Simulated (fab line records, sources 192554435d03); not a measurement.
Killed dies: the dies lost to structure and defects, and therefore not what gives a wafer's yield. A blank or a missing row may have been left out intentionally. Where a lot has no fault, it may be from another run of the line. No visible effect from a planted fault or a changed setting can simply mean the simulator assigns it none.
Chamber matching    flow n5_finfet    N5_BEOL_M7_CURE_74 on uv_cure-02: 3 sister chambers
The step cures SiCOH lowk, time 240 s. 3 wafers are shown with their chamber, then 9 later ones without.

EACH WAFER AND ITS CHAMBER
wafer   chamber  wafer_temp_C_max
L075.5  2        387.3
L085.6  1        385.9
L089.4  0        386.8

WAFERS WHOSE CHAMBER IS MISSING
wafer   wafer_temp_C_max
L092.2  387.5
L092.3  387.2
L092.6  386.9
L091.1  386.7
L091.2  386.7
L091.3  387.1
L094.1  387.3
L094.2  387.7
L094.6  387.1

THE CHAMBER EACH PASSED THROUGH
wafer    from the rows above       in truth
L092.2   2                         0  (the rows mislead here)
L092.3   can't be placed: 2 or 0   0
L092.6   can't be placed: 0 or 2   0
L091.1   0                         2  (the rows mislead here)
L091.2   0                         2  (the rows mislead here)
L091.3   can't be placed: 2 or 0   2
L094.1   2                         2
L094.2   2                         2
L094.6   can't be placed: 2 or 0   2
Correctly placed: 2 of 9. From these rows, 4 cannot be placed; in 4 the true chamber is one of the candidates. Wrongly placed: 3.
How it was worked out, from the rows above alone: a wafer's distance from a chamber is the root of the sum, over the readings, of the square of ((its reading less the chamber's mean) divided by the reading's scatter). If the next closest chamber is less than 2 further off than the closest, the wafer can't be placed; otherwise it belongs to the closest. The mean given for a chamber averages the wafers shown for that chamber. The scatter: root of mean squared gap, hidden wafer to nearest shown wafer, with one shown wafer a chamber.
